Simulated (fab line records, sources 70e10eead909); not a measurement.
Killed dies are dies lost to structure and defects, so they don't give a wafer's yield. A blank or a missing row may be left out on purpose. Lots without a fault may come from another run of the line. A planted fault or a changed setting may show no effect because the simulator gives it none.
Which tool did it? | flow nand_harc | 13 lots, 37 wafers sampled, at 5 steps of a route of 1159

WHAT THE GAUGES READ, wafer by wafer
NHARC_A_SLIT_CD_MEAS_21. Usual: cd_nm 289.3 nm, standard deviation 1.
lot  | measured     | on        | cd_nm (nm)        | flag
L389 | day 14 13:26 | cd_sem-02 | 290.5 289.8 290.3 |
L390 | day 15 00:05 | cd_sem-03 | 289.9 289.7 289.6 |
L391 | day 15 01:41 | cd_sem-01 | 290.5 288.9 290.2 |
L393 | day 15 22:47 | cd_sem-02 | 288.0 286.9 288.3 |
L394 | day 16 00:22 | cd_sem-01 | 290.1 289.4 288.8 |
L396 | day 16 00:43 | cd_sem-01 | 288.9 289.2 288.9 |
L399 | day 17 03:35 | cd_sem-03 | 289.5 290.1 288.6 |
L398 | day 17 05:16 | cd_sem-02 | 289.2 289.2 289.3 |
L406 | day 18 19:54 | cd_sem-02 | 288.3 288.2       |
L405 | day 19 07:14 | cd_sem-02 | 288.9 290.7       |
L411 | day 20 03:40 | cd_sem-01 | 288.7 289.0 289.3 |
L409 | day 20 03:51 | cd_sem-02 | 288.3 290.5 291.0 |
L412 | day 20 09:22 | cd_sem-03 | 290.4 291.5 288.9 |

NHARC_END_SORT_01. Usual: killed_at_array 24, standard deviation 8.7; killed_at_other 0.8, standard deviation 1.2; killed_at_periphery 3.6, standard deviation 2.3; killed_dies 28, standard deviation 8.9; killed_open 3.2, standard deviation 1.9; killed_short 2.0, standard deviation 1.6.
lot  | measured     | on        | killed_at_array | killed_at_other | killed_at_periphery | killed_dies | killed_open | killed_short | flag
L393 | day 21 00:05 | prober-01 | 10 13 11        | 0 0 1           | 4 4 4               | 14 17 16    | 5 4 4       | 0 1 1        |
L394 | day 21 07:55 | prober-01 | 35 26 28        | 1 1 1           | 4 4 2               | 40 31 31    | 1 3 2       | 2 1 2        |
L396 | day 21 01:08 | prober-02 | 16 18 17        | 0 0 0           | 2 5 1               | 18 23 18    | 4 6 4       | 4 2 2        |
L398 | day 22 14:58 | prober-02 | 27 18 29        | 4 2 3           | 6 3 7               | 37 23 39    | 5 5 2       | 3 2 2        |
L405 | day 24 10:40 | prober-02 | 21 35           | 0 0             | 9 3                 | 30 38       | 3 1         | 1 1          |
L409 | day 24 17:35 | prober-02 | 25 33 39        | 0 0 0           | 2 3 3               | 27 36 42    | 5 3 5       | 1 3 1        |

WHICH TOOL RAN EACH LOT (tool, then ch and the chambers of the sampled wafers, then the start)
lot  | NHARC_A_SLIT_ETCH_26             | NHARC_A_SLIT_ETCH_29               | NHARC_A_WL_FILL_ETCHBACK_04
L389 | har_etch-02 ch 0,1, day 14 12:17 | rie_diel-01 ch 0,3, day 14 12:55   | rie_metal-02 ch 0,1, day 15 02:34
L390 | har_etch-02 ch 0,1, day 14 22:51 | rie_diel-09 ch 0,1, day 14 23:30   | rie_metal-01 ch 0,1, day 15 15:12
L391 | har_etch-02 ch 0,1, day 15 00:34 | rie_diel-07 ch 0,1,2, day 15 01:09 | rie_metal-03 ch 0, day 15 14:38
L393 | har_etch-01 ch 0,1, day 15 21:39 | rie_diel-07 ch 0,1,3, day 15 22:15 | rie_metal-01 ch 0,1, day 16 14:29
L394 | har_etch-02 ch 0,1, day 15 23:15 | rie_diel-09 ch 0,1,3, day 15 23:50 | rie_metal-01 ch 0,1, day 16 17:18
L396 | har_etch-01 ch 0,1, day 15 23:30 | rie_diel-01 ch 2,3, day 16 00:07   | rie_metal-03 ch 0,1, day 16 15:40
L399 | har_etch-02 ch 0,1, day 17 02:25 | rie_diel-01 ch 0,3, day 17 03:02   | rie_metal-03 ch 0,1, day 17 19:17
L398 | har_etch-02 ch 0,1, day 17 04:06 | rie_diel-09 ch 0,1,3, day 17 04:43 | rie_metal-02 ch 0,1, day 17 23:46
L406 | har_etch-02 ch 0,1, day 18 18:49 | rie_diel-07 ch 0,3, day 18 19:22   | rie_metal-01 ch 1, day 19 13:03
L405 | har_etch-02 ch 1, day 19 05:37   | rie_diel-07 ch 1,2, day 19 06:43   | rie_metal-01 ch 0, day 19 19:14
L411 | har_etch-01 ch 0,1, day 20 02:31 | rie_diel-01 ch 0,1, day 20 03:08   | rie_metal-02 ch 0,1, day 20 20:12
L409 | har_etch-02 ch 0,1, day 20 02:43 | rie_diel-07 ch 0,1,2, day 20 03:20 | rie_metal-03 ch 0,1, day 20 17:19
L412 | har_etch-01 ch 0,1, day 20 08:15 | rie_diel-07 ch 0,2,3, day 20 08:50 | rie_metal-03 ch 0,1, day 21 08:25
- NHARC_A_SLIT_ETCH_26: etches the open film in C4F8/O2/Ar, time 90 s, target depth 400 nm.
- NHARC_A_SLIT_ETCH_29: etches the open film in CF4/O2, target depth 100 nm, overetch 10 nm, time 55 s.
- NHARC_A_WL_FILL_ETCHBACK_04: etches the open film in NF3, target depth 60 nm, time 120 s.

WHAT THE TOOLS THEMSELVES READ (means of the sampled wafers that have a number; where no wafer has one, the mark that the record gives instead)
NHARC_A_SLIT_ETCH_26. Usual: c4f8_flow_sccm 41.71 sccm, standard deviation 0.13; drypump_motor_current_A 5.5 A, standard deviation 0.5; showerhead_plenum_p_Torr 3.811 Torr, standard deviation 0.014; throttle_valve_pct 27.621 %, standard deviation 0.0094.
lot  | tool        | c4f8_flow_sccm (sccm) | drypump_motor_current_A (A) | showerhead_plenum_p_Torr (Torr) | throttle_valve_pct (%) | flag
L389 | har_etch-02 | 41.78                 | 5.2                         | 3.822                           | 27.619                 |
L390 | har_etch-02 | 41.56                 | 5.2                         | 3.821                           | 27.621                 |
L391 | har_etch-02 | 41.58                 | 5.3                         | 3.824                           | 27.614                 |
L393 | har_etch-01 | 41.71                 | 5.7                         | 3.835                           | 27.610                 |
L394 | har_etch-02 | 41.66                 | 5.2                         | 3.812                           | 27.623                 |
L396 | har_etch-01 | 41.60                 | 5.6                         | 3.834                           | 27.624                 |
L399 | har_etch-02 | 41.72                 | 5.2                         | 3.803                           | 27.617                 |
L398 | har_etch-02 | 41.55                 | 5.3                         | 3.806                           | 27.627                 |
L406 | har_etch-02 | 41.75                 | 5.2                         | 3.795                           | 27.617                 |
L405 | har_etch-02 | 41.88                 | 5.0                         | 3.787                           | 27.624                 |
L411 | har_etch-01 | 41.78                 | 5.7                         | 3.809                           | 27.624                 |
L409 | har_etch-02 | 41.66                 | 5.4                         | 3.788                           | 27.636                 |
L412 | har_etch-01 | 41.75                 | 6.0                         | 3.807                           | 27.623                 |

NHARC_A_SLIT_ETCH_29. Usual: drypump_motor_current_A 5.84 A, standard deviation 0.26; oes_ar_750_au 1.000 a.u., standard deviation 0.0043; oes_product_au 0.998 a.u., standard deviation 0.014; rf_vpp_V 197.9 V, standard deviation 1.4; showerhead_plenum_p_Torr 1.34 Torr, standard deviation 0.058; throttle_valve_pct 13.397 %, standard deviation 0.0093.
lot  | tool        | drypump_motor_current_A (A) | oes_ar_750_au (a.u.) | oes_product_au (a.u.) | rf_vpp_V (V) | showerhead_plenum_p_Torr (Torr) | throttle_valve_pct (%) | flag
L389 | rie_diel-01 | 5.89                        | 1.002                | 0.999                 | 197.4        | 1.35                            | 13.394                 |
L390 | rie_diel-09 | 5.76                        | 0.996                | 1.006                 | 199.1        | 1.38                            | 13.392                 |
L391 | rie_diel-07 | 5.87                        | 0.996                | 0.997                 | 197.8        | 1.32                            | 13.395                 |
L393 | rie_diel-07 | 5.94                        | 0.999                | 0.984                 | 196.5        | 1.29                            | 13.395                 |
L394 | rie_diel-09 | 5.58                        | 1.000                | 1.012                 | 199.1        | 1.38                            | 13.393                 |
L396 | rie_diel-01 | 5.95                        | 1.002                | 0.999                 | 198.4        | 1.38                            | 13.408                 |
L399 | rie_diel-01 | 5.99                        | 1.004                | 1.010                 | 198.7        | 1.37                            | 13.396                 |
L398 | rie_diel-09 | 5.57                        | 0.998                | 1.006                 | 197.6        | 1.38                            | 13.398                 |
L406 | rie_diel-07 | 5.95                        | 1.000                | 0.996                 | 197.1        | 1.29                            | 13.397                 |
L405 | rie_diel-07 | 6.01                        | 0.996                | 0.996                 | 198.3        | 1.31                            | 13.403                 |
L411 | rie_diel-01 | 5.84                        | 0.998                | 1.001                 | 199.1        | 1.38                            | 13.396                 |
L409 | rie_diel-07 | 5.90                        | 1.000                | 0.996                 | 197.1        | 1.32                            | 13.393                 |
L412 | rie_diel-07 | 6.00                        | 1.000                | 0.997                 | 196.7        | 1.30                            | 13.410                 |

NHARC_A_WL_FILL_ETCHBACK_04. Usual: drypump_motor_current_A 5.6 A, standard deviation 0.32; oes_product_au 1.004 a.u., standard deviation 0.0081; run_length_s 141.4 s, standard deviation 0.41.
lot  | tool         | drypump_motor_current_A (A) | oes_product_au (a.u.) | run_length_s (s) | flag
L389 | rie_metal-02 | 5.9                         | 1.002                 | 141.1            |
L390 | rie_metal-01 | 5.2                         | 1.011                 | 141.5            |
L391 | rie_metal-03 | 5.3                         | 1.016                 | 141.1            |
L393 | rie_metal-01 | 5.2                         | 1.008                 | 141.8            |
L394 | rie_metal-01 | 5.3                         | 1.004                 | 141.5            |
L396 | rie_metal-03 | 5.6                         | 1.007                 | 141.6            |
L399 | rie_metal-03 | 5.7                         | 1.001                 | 141.5            |
L398 | rie_metal-02 | 5.8                         | 1.003                 | 141.0            |
L406 | rie_metal-01 | 5.6                         | 1.002                 | 137.8            | OFF
L405 | rie_metal-01 | 5.0                         | 0.990                 | 137.4            | OFF
L411 | rie_metal-02 | 5.9                         | 1.005                 | 140.9            |
L409 | rie_metal-03 | 5.5                         | 1.000                 | 141.6            |
L412 | rie_metal-03 | 5.6                         | 1.008                 | 141.9            |

THE ANSWER, worked out from the rows above alone
Rule: a lot is off if the mean of its wafers that have a number lies more than 3 standard deviations from the usual mean. A lot without any number at a reading at which 4 lots or more have one is off too. The other lots that the step has rows for count as sound. The gauges are gone through in route order, then the tools' own readings, and for those a lot's mean is taken as printed above. The first step at which some lot is off is used, and at that step the reading that is off furthest; a lot without a number counts as furthest.
Off: L406, L405, at NHARC_A_WL_FILL_ETCHBACK_04 (run_length_s).
A tool fits if, at that step or a process step before it, it ran every lot that is off, and no sound lot after the first of them. One fits: rie_metal-01 at NHARC_A_WL_FILL_ETCHBACK_04. Its last sound lot is L394 (day 16 17:18), its first lot that is off L406 (day 19 13:03): a fault that began between those two fits.
The tool's own readings at NHARC_A_WL_FILL_ETCHBACK_04 bear it out: on the lots that are off they differ by more than 5 times the standard deviation of the sound lots' means. run_length_s reads 137.6 s there against 141.4 s on the sound lots.

WHAT THE SIMULATOR HAD PUT IN
Process parameter drift: rie_metal-01, from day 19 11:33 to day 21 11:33, at NHARC_A_WL_FILL_ETCHBACK_04. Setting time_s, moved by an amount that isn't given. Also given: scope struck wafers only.
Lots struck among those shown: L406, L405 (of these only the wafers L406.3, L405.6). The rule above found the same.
